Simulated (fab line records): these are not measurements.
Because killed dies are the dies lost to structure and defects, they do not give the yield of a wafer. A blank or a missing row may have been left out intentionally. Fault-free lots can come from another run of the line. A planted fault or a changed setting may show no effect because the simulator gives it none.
fab line records + flow n5Finfet
record:
- lots: 5
- wafers: 15
- lastDay: 18
route steps=1938 shown BEOL_M7@1314
lots with no fault: from the same line, run without faults
startH: hours from the record's opening day to when the first of the lot's shown wafers began + waitH: hours since the lot's step before + " as in the row above + L1.1+2: a row that stands for several wafers + - no value, or no start was given + * or withheld: withheld + < > ~ a bound
route shown NAME@n: NAME is a module with steps in the file, n the number in the route of the first one + usual: the fault-free wafers' mean and standard deviation + same: alike in all rows + chamber/n: place in a boat + sites: readings site by site + _std_site: their standard deviation + _edge_site: the outer-site mean with the inner-site mean subtracted + radiusMm: how far each site lies from the wafer's centre + mask NAME#n: copy n + behind: the tool/chamber that last shaped the wafer + hold: why the lot went on hold/how many hours it stayed there/how the hold came to an end + device: transistor that didn't switch, given as n, p or np + end of line: the route-end tests of the same wafers + for a step that has no rows: nothing shown but its recipe + killed: the dies lost at the first sort to structure and to defects; this is not the yield of the wafer + map: a wafer's dies, marking killed ones x, the rest . and places with no die _
set.NAME: the run value of the setting; set.NAME@STEP: its run value at that earlier step + model.NAME: the simulator's own value behind a step, which no gauge read
lots seen at some steps along the route; tables by step, rows by wafer
services: the hour from which a tool's chamber was out of use, counted from the record's first day as startH (under 0 if before that day), plus the number of hours and why
== steps ==
step: N5_BEOL_M7_PRECLEAN_42
recipe:
- chemistry: residueRemover
- timeS: 60
- tempC: 40
| lot.wafer  | tool        | chamber | startH | waitH |
|------------|-------------|---------|--------|-------|
| L077.2+3+5 | wetBench-01 | 7,1,2   | 210.23 | 0.0   |
| L088.2+3+6 | wetBench-01 | 6,7,0   | 290.00 | 0.0   |
| L091.1+4+5 | wetBench-06 | 0,7,3   | 296.86 | 0.0   |
| L093.3+5+6 | wetBench-06 | 6,1,0   | 313.76 | 0.0   |
| L096.1+2+4 | wetBench-01 | 7,3,4   | 333.75 | 0.0   |
step: N5_BEOL_M7_SRD_43
recipe:
- timeS: 30
- tempC: 23
- rinseLiquid: diw
- dry: ipaMarangoni
usual:
- doSupplyPpb: 10.01/0.092
| lot.wafer | tool        | chamber | startH | waitH | doSupplyPpb |
|-----------|-------------|---------|--------|-------|-------------|
| L077.2    | wetBench-01 | 7       | 210.24 | 0.0   | 10.10       |
| L077.3    | "           | 1       | "      | "     | 10.14       |
| L077.5    | "           | 2       | "      | "     | 10.00       |
| L088.2    | wetBench-01 | 6       | 290.02 | 0.0   | 9.99        |
| L088.3    | "           | 7       | "      | "     | 10.04       |
| L088.6    | "           | 0       | "      | "     | 10.02       |
| L091.1    | wetBench-06 | 0       | 296.88 | 0.0   | 10.11       |
| L091.4    | "           | 7       | "      | "     | 9.76        |
| L091.5    | "           | 3       | "      | "     | 10.05       |
| L093.3    | wetBench-06 | 6       | 313.78 | 0.0   | 9.91        |
| L093.5    | "           | 1       | "      | "     | 9.96        |
| L093.6    | "           | 0       | "      | "     | 10.02       |
| L096.1    | wetBench-01 | 7       | 333.76 | 0.0   | 9.97        |
| L096.2    | "           | 3       | "      | "     | 9.90        |
| L096.4    | "           | 4       | "      | "     | 10.10       |
step: N5_BEOL_M7_CD_MEAS_35
recipe:
- targetCdNm: 40
- polarity: opening
usual:
- cdNm: 40.6/0.56
| lot.wafer | tool     | chamber | startH | waitH | cdNm |
|-----------|----------|---------|--------|-------|------|
| L077.2    | cdSem-03 | -       | 210.29 | 0.0   | 40.5 |
| L077.3    | "        | -       | "      | "     | 40.3 |
| L077.5    | "        | -       | "      | "     | 40.2 |
| L088.2    | cdSem-03 | -       | 290.06 | 0.0   | 40.2 |
| L088.3    | "        | -       | "      | "     | 40.3 |
| L088.6    | "        | -       | "      | "     | 40.1 |
| L091.1    | cdSem-01 | -       | 296.92 | 0.0   | 40.8 |
| L091.4    | "        | -       | "      | "     | 40.7 |
| L091.5    | "        | -       | "      | "     | 40.8 |
| L093.3    | cdSem-03 | -       | 313.82 | 0.0   | 40.3 |
| L093.5    | "        | -       | "      | "     | 41.3 |
| L093.6    | "        | -       | "      | "     | 40.8 |
| L096.1    | cdSem-01 | -       | 333.80 | 0.0   | 41.2 |
| L096.2    | "        | -       | "      | "     | 40.1 |
| L096.4    | "        | -       | "      | "     | 41.0 |
step: N5_BEOL_M7_CURE_75
recipe:
- tempC: 370
- timeS: 120
- ambient: DMADMS/He
- material: SiCOH_lowk
usual:
- lampPowerPct: 52.31/0.057
- wafer_temp_C_max: 371.7/0.42
| lot.wafer | tool      | chamber | startH | waitH | lampPowerPct | wafer_temp_C_max |
|-----------|-----------|---------|--------|-------|--------------|------------------|
| L077.2    | uvCure-01 | 2       | 210.38 | 0.1   | 52.41        | 371.4            |
| L077.3    | "         | 2       | "      | "     | 52.31        | 371.5            |
| L077.5    | "         | 2       | "      | "     | 52.44        | 371.3            |
| L088.2    | uvCure-01 | 0       | 290.15 | 0.1   | 52.26        | 371.5            |
| L088.3    | "         | 0       | "      | "     | 52.26        | 371.9            |
| L088.6    | "         | 0       | "      | "     | 52.31        | 372.1            |
| L091.1    | uvCure-03 | 1       | 296.96 | 0.0   | 52.34        | 371.9            |
| L091.4    | "         | 1       | "      | "     | 52.34        | 371.8            |
| L091.5    | "         | 1       | "      | "     | 52.30        | 371.6            |
| L093.3    | uvCure-03 | 2       | 314.14 | 0.3   | 52.25        | 371.7            |
| L093.5    | "         | 2       | "      | "     | 52.40        | 371.7            |
| L093.6    | "         | 2       | "      | "     | 52.31        | 371.4            |
| L096.1    | uvCure-03 | 0       | 333.85 | 0.0   | 52.28        | 371.4            |
| L096.2    | "         | 0       | "      | "     | 52.36        | 370.9            |
| L096.4    | "         | 0       | "      | "     | 52.32        | 370.9            |
step: N5_BEOL_M7_DEGAS_44
recipe:
- ambient: vacuum
- tempC: 250
- timeS: 60
usual:
- heaterPowerW: 330/23
| lot.wafer | tool          | chamber | startH | waitH | heaterPowerW |
|-----------|---------------|---------|--------|-------|--------------|
| L077.2    | pvdSputter-01 | -       | 210.76 | 0.3   | 344          |
| L077.3    | "             | -       | "      | "     | 321          |
| L077.5    | "             | -       | "      | "     | 334          |
| L088.2    | pvdSputter-02 | -       | 290.42 | 0.2   | 305          |
| L088.3    | "             | -       | "      | "     | 350          |
| L088.6    | "             | -       | "      | "     | 303          |
| L091.1    | pvdSputter-02 | -       | 298.31 | 1.2   | 313          |
| L091.4    | "             | -       | "      | "     | 333          |
| L091.5    | "             | -       | "      | "     | 303          |
| L093.3    | pvdSputter-02 | -       | 314.48 | 0.3   | 361          |
| L093.5    | "             | -       | "      | "     | 304          |
| L093.6    | "             | -       | "      | "     | 331          |
| L096.1    | pvdSputter-02 | -       | 334.64 | 0.7   | 323          |
| L096.2    | "             | -       | "      | "     | 304          |
| L096.4    | "             | -       | "      | "     | 317          |
step: N5_BEOL_M7_PRE_CLEAN_45
recipe:
- gas: H2/He
- timeS: 30
- tempC: 250
usual:
- heaterPowerW: 330/24
| lot.wafer | tool          | chamber | startH | waitH | heaterPowerW |
|-----------|---------------|---------|--------|-------|--------------|
| L077.2    | pvdSputter-01 | -       | 210.80 | 0.0   | 333          |
| L077.3    | "             | -       | "      | "     | 324          |
| L077.5    | "             | -       | "      | "     | 341          |
| L088.2    | pvdSputter-02 | -       | 290.46 | 0.0   | 314          |
| L088.3    | "             | -       | "      | "     | 361          |
| L088.6    | "             | -       | "      | "     | 303          |
| L091.1    | pvdSputter-02 | -       | 298.35 | 0.0   | 312          |
| L091.4    | "             | -       | "      | "     | 338          |
| L091.5    | "             | -       | "      | "     | 303          |
| L093.3    | pvdSputter-02 | -       | 314.52 | 0.0   | 359          |
| L093.5    | "             | -       | "      | "     | 312          |
| L093.6    | "             | -       | "      | "     | 335          |
| L096.1    | pvdSputter-02 | -       | 334.68 | 0.0   | 336          |
| L096.2    | "             | -       | "      | "     | 305          |
| L096.4    | "             | -       | "      | "     | 317          |
step: N5_BEOL_M7_ALD_77
recipe:
- material: TaN
- targetThkA: 20
- tempC: 275
- aldPrecursorFamily: PDMAT
- aldCoReactant: NH3
- pressureTorr: 3
- carrierFlowSccm: 1500
- pulseTimeS: 2
- purgeTimeS: 3
- coReactantPurgeTimeS: 2
- coReactantPulseTimeS: 3
- aldCycles: 40
- precursorVesselTempC: 75
- precursorVesselPressureTorr: 26.25
- precursorVesselCarrierSccm: 1000
usual:
- heaterPowerW: 423/36
- precursorVesselTempC: 75.00/0.12
| lot.wafer | tool        | chamber | startH | waitH | heaterPowerW | precursorVesselTempC |
|-----------|-------------|---------|--------|-------|--------------|----------------------|
| L077.2    | aldMetal-03 | 1       | 210.86 | 0.0   | 351          | 75.07                |
| L077.3    | "           | 3       | "      | "     | 460          | 75.14                |
| L077.5    | "           | 0       | "      | "     | 402          | 75.03                |
| L088.2    | aldMetal-01 | 2       | 290.52 | 0.0   | 437          | 74.72                |
| L088.3    | "           | 3       | "      | "     | 392          | 74.94                |
| L088.6    | "           | 2       | "      | "     | 448          | 74.81                |
| L091.1    | aldMetal-01 | 2       | 298.41 | 0.0   | 451          | 75.02                |
| L091.4    | "           | 0       | "      | "     | 454          | 75.20                |
| L091.5    | "           | 2       | "      | "     | 434          | 75.05                |
| L093.3    | aldMetal-01 | 3       | 314.64 | 0.1   | 397          | 74.94                |
| L093.5    | "           | 1       | "      | "     | 428          | 75.09                |
| L093.6    | "           | 0       | "      | "     | 459          | 75.04                |
| L096.1    | aldMetal-02 | 1       | 334.74 | 0.0   | 423          | 75.01                |
| L096.2    | "           | 0       | "      | "     | 363          | 74.83                |
| L096.4    | "           | 2       | "      | "     | 382          | 74.96                |
step: N5_BEOL_M7_SURFACE_TREAT_79
recipe:
- gas: Ar
- timeS: *
- ionEnergyEv: *
- ionCurrentMaCm2: 0.5
- pressureMtorr: *
- arFlowSccm: 30
usual:
- throttleValvePct: *
| lot.wafer | tool          | chamber | startH | waitH | throttleValvePct |
|-----------|---------------|---------|--------|-------|------------------|
| L077.2    | pvdSputter-02 | -       | 211.27 | 0.3   | *                |
| L077.3    | "             | -       | "      | "     | *                |
| L077.5    | "             | -       | "      | "     | *                |
| L088.2    | pvdSputter-02 | -       | 290.81 | 0.2   | *                |
| L088.3    | "             | -       | "      | "     | *                |
| L088.6    | "             | -       | "      | "     | *                |
| L091.1    | pvdSputter-02 | -       | 298.75 | 0.2   | *                |
| L091.4    | "             | -       | "      | "     | *                |
| L091.5    | "             | -       | "      | "     | *                |
| L093.3    | pvdSputter-02 | -       | 315.02 | 0.2   | *                |
| L093.5    | "             | -       | "      | "     | *                |
| L093.6    | "             | -       | "      | "     | *                |
| L096.1    | pvdSputter-03 | -       | 335.04 | 0.2   | *                |
| L096.2    | "             | -       | "      | "     | *                |
| L096.4    | "             | -       | "      | "     | *                |
step: N5_BEOL_M7_CVD_78
recipe:
- material: Co
- targetThkA: 20
- tempC: withheld
- precursor: CCTBA/H2
- pressureTorr: 30
- timeS: 142.3
| lot.wafer  | tool     | chamber | startH | waitH |
|------------|----------|---------|--------|-------|
| L077.2+3+5 | cvdCo-02 | 0,1,1   | 211.35 | 0.1   |
| L088.2+3+6 | cvdCo-01 | 1,0,1   | 290.87 | 0.0   |
| L091.1+4+5 | cvdCo-01 | 1,1,2   | 298.96 | 0.2   |
| L093.3+5+6 | cvdCo-01 | 0,0,1   | 315.08 | 0.0   |
| L096.1+2+4 | cvdCo-01 | 0,2,0   | 335.12 | 0.1   |
step: N5_BEOL_M7_SPUTTER_48
recipe:
- material: Cu
- targetThkA: 100
- tempC: -20
- biasV: 60
- powerW: 26000
- chamberPressurePa: 0.13
- timeS: 1.667
usual:
- throttleValvePct: 29.5/1.1
| lot.wafer | tool          | chamber | startH | waitH | throttleValvePct |
|-----------|---------------|---------|--------|-------|------------------|
| L077.2    | pvdSputter-02 | -       | 211.49 | 0.1   | 31.2             |
| L077.3    | "             | -       | "      | "     | 29.1             |
| L077.5    | "             | -       | "      | "     | 30.2             |
| L088.2    | pvdSputter-03 | -       | 290.98 | 0.1   | 28.5             |
| L088.3    | "             | -       | "      | "     | 31.2             |
| L088.6    | "             | -       | "      | "     | 31.1             |
| L091.1    | pvdSputter-02 | -       | 299.11 | 0.1   | 30.4             |
| L091.4    | "             | -       | "      | "     | 31.4             |
| L091.5    | "             | -       | "      | "     | 30.2             |
| L093.3    | pvdSputter-03 | -       | 315.19 | 0.1   | 28.7             |
| L093.5    | "             | -       | "      | "     | 30.9             |
| L093.6    | "             | -       | "      | "     | 28.3             |
| L096.1    | pvdSputter-03 | -       | 335.38 | 0.2   | 28.7             |
| L096.2    | "             | -       | "      | "     | 30.9             |
| L096.4    | "             | -       | "      | "     | 28.9             |
step: N5_BEOL_M7_ECD_50
recipe:
- material: Cu
- targetThkA: 3000
| lot.wafer  | tool     | chamber | startH | waitH |
|------------|----------|---------|--------|-------|
| L077.2+3+5 | ecdCu-02 | 1,1,0   | 211.61 | 0.1   |
| L088.2+3+6 | ecdCu-02 | 0,1,0   | 291.10 | 0.1   |
| L091.1+4+5 | ecdCu-02 | 1       | 299.23 | 0.1   |
| L093.3+5+6 | ecdCu-02 | 0,0,1   | 315.33 | 0.1   |
| L096.1+2+4 | ecdCu-02 | 0,1,0   | 335.50 | 0.1   |
step: N5_BEOL_M7_ANNEAL_51
recipe:
- tempC: 225
- timeS: 90
- ambient: N2
usual:
- wafer_temp_C_max: 225.74/0.19
| lot.wafer | tool         | chamber | startH | waitH | wafer_temp_C_max |
|-----------|--------------|---------|--------|-------|------------------|
| L077.2    | rtpAnneal-02 | 0       | 215.22 | 3.6   | 225.85           |
| L077.3    | "            | 0       | "      | "     | 226.02           |
| L077.5    | "            | 0       | "      | "     | 225.70           |
| L088.2    | rtpAnneal-02 | 0       | 291.36 | 0.2   | 225.93           |
| L088.3    | "            | 0       | "      | "     | 225.78           |
| L088.6    | "            | 0       | "      | "     | 225.87           |
| L091.1    | rtpAnneal-02 | 0       | 299.32 | 0.1   | 225.74           |
| L091.4    | "            | 0       | "      | "     | 225.88           |
| L091.5    | "            | 0       | "      | "     | 225.68           |
| L093.3    | rtpAnneal-01 | 0       | 316.04 | 0.7   | 225.56           |
| L093.5    | "            | 0       | "      | "     | 225.80           |
| L093.6    | "            | 0       | "      | "     | 225.81           |
| L096.1    | rtpAnneal-02 | 0       | 335.83 | 0.3   | 225.91           |
| L096.2    | "            | 0       | "      | "     | 225.76           |
| L096.4    | "            | 0       | "      | "     | 225.53           |
step: N5_BEOL_M7_CMP_52
recipe:
- stopOn: SiCOH_lowk
- tOverpolishS: 6.9
- downForcePsi: 1
- platenRpm: 50
- clearingPlatenDownForcePsi: 1.5
- clearingPlatenRpm: 50
- postCmpClean: cuAlkaline
- targetThkNm: 80
- clearingPlatenPadVelocityMS: 0.99484
- padVelocityMS: 0.99484
usual:
- barrierFieldEndpointS: 29.0/0.8
- motorCurrentA: 5.8/0.65
- overpolishRunS: 6.900/0.0094
- timeToEndpointS: 63/3.3
| lot.wafer | tool   | chamber | startH | waitH | barrierFieldEndpointS | motorCurrentA | overpolishRunS | timeToEndpointS |
|-----------|--------|---------|--------|-------|-----------------------|---------------|----------------|-----------------|
| L077.2    | cmp-01 | 0       | 215.48 | 0.2   | 27.9                  | 5.6           | 6.916          | 60              |
| L077.3    | "      | 3       | "      | "     | 29.5                  | 6.6           | 6.891          | 66              |
| L077.5    | "      | 0       | "      | "     | 28.5                  | 5.3           | 6.917          | 61              |
| L088.2    | cmp-01 | 2       | 291.65 | 0.2   | 28.1                  | 6.3           | 6.906          | 61              |
| L088.3    | "      | 0       | "      | "     | 28.7                  | 5.2           | 6.895          | 61              |
| L088.6    | "      | 1       | "      | "     | 28.4                  | 6.1           | 6.901          | 61              |
| L091.4    | cmp-02 | 0       | 299.93 | 0.2   | 28.6                  | 5.7           | 6.904          | 66              |
| L091.1    | "      | 1       | "      | "     | 29.3                  | 5.3           | 6.904          | 66              |
| L091.5    | "      | 3       | "      | "     | 28.6                  | 5.6           | 6.913          | 64              |
| L093.3    | cmp-01 | 1       | 316.30 | 0.2   | 28.3                  | 6.0           | 6.894          | 64              |
| L093.6    | "      | 0       | "      | "     | 28.6                  | 5.2           | 6.892          | 60              |
| L093.5    | "      | 1       | "      | "     | 29.1                  | 6.0           | 6.901          | 60              |
| L096.1    | cmp-03 | 1       | 336.13 | 0.3   | 28.7                  | 5.6           | 6.887          | 64              |
| L096.2    | "      | 2       | "      | "     | 28.6                  | 7.3           | 6.901          | 58              |
| L096.4    | "      | 3       | "      | "     | 28.9                  | 4.7           | 6.897          | 62              |
step: N5_BEOL_M7_THK_MEAS_53
recipe:
- thkMeasGauge: xrf
- reads: Cu_of_BEOL_M7_ECD_50
usual:
- M7_THK: 81.4/2.1
| lot.wafer | tool         | chamber | startH | waitH | M7_THK[nm] |
|-----------|--------------|---------|--------|-------|------------|
| L077.2    | filmMetro-01 | -       | 215.77 | -     | 79.3       |
| L077.3    | "            | -       | "      | "     | 80.1       |
| L077.5    | "            | -       | "      | "     | 78.7       |
| L088.2    | filmMetro-02 | -       | 291.91 | -     | 81.8       |
| L088.3    | "            | -       | "      | "     | 82.7       |
| L088.6    | "            | -       | "      | "     | 82.2       |
| L091.1    | filmMetro-01 | -       | 300.18 | -     | 83.6       |
| L091.4    | "            | -       | "      | "     | 81.3       |
| L091.5    | "            | -       | "      | "     | 82.4       |
| L093.3    | filmMetro-02 | -       | 316.56 | -     | 82.7       |
| L093.5    | "            | -       | "      | "     | 81.3       |
| L093.6    | "            | -       | "      | "     | 80.3       |
| L096.1    | filmMetro-02 | -       | 336.42 | -     | 84.2       |
| L096.2    | "            | -       | "      | "     | 83.2       |
| L096.4    | "            | -       | "      | "     | 82.2       |
== services ==
| tool         | chamber | startH | hours | kind   |
|--------------|---------|--------|-------|--------|
| aldMetal-02  | 3       | 190.10 | 6.9   | repair |
| cmp-01       | -       | 190.44 | 1.3   | repair |
| cmp-03       | -       | 204.80 | 1.4   | repair |
| aldMetal-02  | -       | 208.27 | 0.6   | repair |
| cvdCo-01     | -       | 215.00 | 1.1   | repair |
| aldMetal-03  | -       | 222.29 | 1.4   | repair |
| aldMetal-02  | -       | 233.97 | 0.9   | repair |
| cmp-02       | -       | 235.24 | 0.5   | repair |
| cmp-01       | -       | 255.04 | 5.6   | pm     |
| cmp-01       | -       | 262.95 | 15.5  | pm     |
| uvCure-01    | -       | 265.35 | 7.5   | pm     |
| uvCure-01    | -       | 272.90 | 7.5   | pm     |
| aldMetal-02  | 2       | 281.18 | 43.6  | repair |
| cvdCo-02     | -       | 281.28 | 3.8   | pm     |
| cmp-02       | -       | 282.73 | 4.0   | pm     |
| cmp-03       | -       | 298.82 | 4.0   | pm     |
| cmp-02       | -       | 302.66 | 5.8   | pm     |
| aldMetal-03  | -       | 303.68 | 6.0   | pm     |
| uvCure-03    | -       | 307.51 | 2.1   | pm     |
| cmp-01       | -       | 312.11 | 2.6   | repair |
| aldMetal-01  | -       | 320.16 | 0.7   | repair |
| uvCure-03    | -       | 321.35 | 2.0   | repair |
| rtpAnneal-01 | -       | 324.62 | 2.2   | pm     |
| cmp-02       | -       | 325.38 | 5.3   | pm     |
== key ==
fault none
